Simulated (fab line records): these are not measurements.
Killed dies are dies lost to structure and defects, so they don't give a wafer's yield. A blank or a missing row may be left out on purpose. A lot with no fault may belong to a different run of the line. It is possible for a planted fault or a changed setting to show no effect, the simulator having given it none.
Which tool is to blame? | flow nandHarc | 6 lots with 18 wafers sampled at 5 steps, on a route of 1302 steps

## WHAT EACH GAUGE READ, for each wafer
NHARC_P_GATE_INSPECT_68.
lot  | measured     | on               | rawDefectCount
L958 | day 7 15:58  | defectInspect-01 | 158 133 168
L960 | day 8 18:33  | defectInspect-02 | 185 117 177
L968 | day 11 22:28 | defectInspect-01 | 278 157 203
L970 | day 12 21:07 | defectInspect-02 | 190 133 134
L972 | day 13 19:02 | defectInspect-01 | 240 213 291
L976 | day 15 10:17 | defectInspect-01 | 276 142 187

## TOOL THAT RAN EACH LOT (tool first, then ch and the chambers of the sampled wafers, then the start)
lot  | NHARC_P_GATE_STRIP_111              | NHARC_P_GATE_DESCUM_61            | NHARC_P_GATE_STRIP_76               | NHARC_P_GATE_RTA_80
L958 | plasmaAsher-02 ch 0,1, day 7 10:03  | rieDiel-11 ch 0,1,2, day 7 11:19  | plasmaAsher-02 ch 0,1, day 7 11:56  | rtpAnneal-02 ch 0, day 7 15:18
L960 | plasmaAsher-01 ch 0,1, day 8 12:46  | rieDiel-11 ch 0,3, day 8 13:55    | plasmaAsher-02 ch 0,1, day 8 14:34  | rtpAnneal-02 ch 0, day 8 17:57
L968 | plasmaAsher-01 ch 0,1, day 11 16:41 | rieDiel-07 ch 1,2, day 11 17:59   | plasmaAsher-02 ch 0,1, day 11 18:38 | rtpAnneal-01 ch 0, day 11 21:52
L970 | plasmaAsher-01 ch 0,1, day 12 15:07 | rieDiel-11 ch 0,2, day 12 16:31   | plasmaAsher-02 ch 1, day 12 17:08   | rtpAnneal-01 ch 0, day 12 20:27
L972 | plasmaAsher-02 ch 0,1, day 13 13:02 | rieDiel-03 ch 0,1,2, day 13 14:19 | plasmaAsher-02 ch 0,1, day 13 14:57 | rtpAnneal-01 ch 0, day 13 18:25
L976 | plasmaAsher-01 ch 0,1, day 15 04:28 | rieDiel-03 ch 0,1,3, day 15 05:47 | plasmaAsher-02 ch 0,1, day 15 06:26 | rtpAnneal-01 ch 0, day 15 09:37
- NHARC_P_GATE_STRIP_111: strips in N2/H2, time 250 s.
- NHARC_P_GATE_DESCUM_61: chemistry O2, time 3 s.
- NHARC_P_GATE_STRIP_76: strips in O2.
- NHARC_P_GATE_RTA_80: time 30 s.

## THE ANSWER, worked out from the rows above alone
Rule: what is usual is taken from the lots themselves. The widest of any qualifying gaps counts: lots, ordered by their means at a reading, are off when they make up no more than a third of the lots, leave a main group of 4 or more, and stand apart from it by 3 or more times the standard deviation of that group's means. Not used: any main group whose means are identical at the precision the tables above print for the reading. A lot without any number at a reading at which 4 lots or more have one is off too. Any other lot the step has rows for is counted as sound.
Nothing can be told from this: no lot is off at any reading shown.

## WHAT WAS PUT IN BY THE SIMULATOR
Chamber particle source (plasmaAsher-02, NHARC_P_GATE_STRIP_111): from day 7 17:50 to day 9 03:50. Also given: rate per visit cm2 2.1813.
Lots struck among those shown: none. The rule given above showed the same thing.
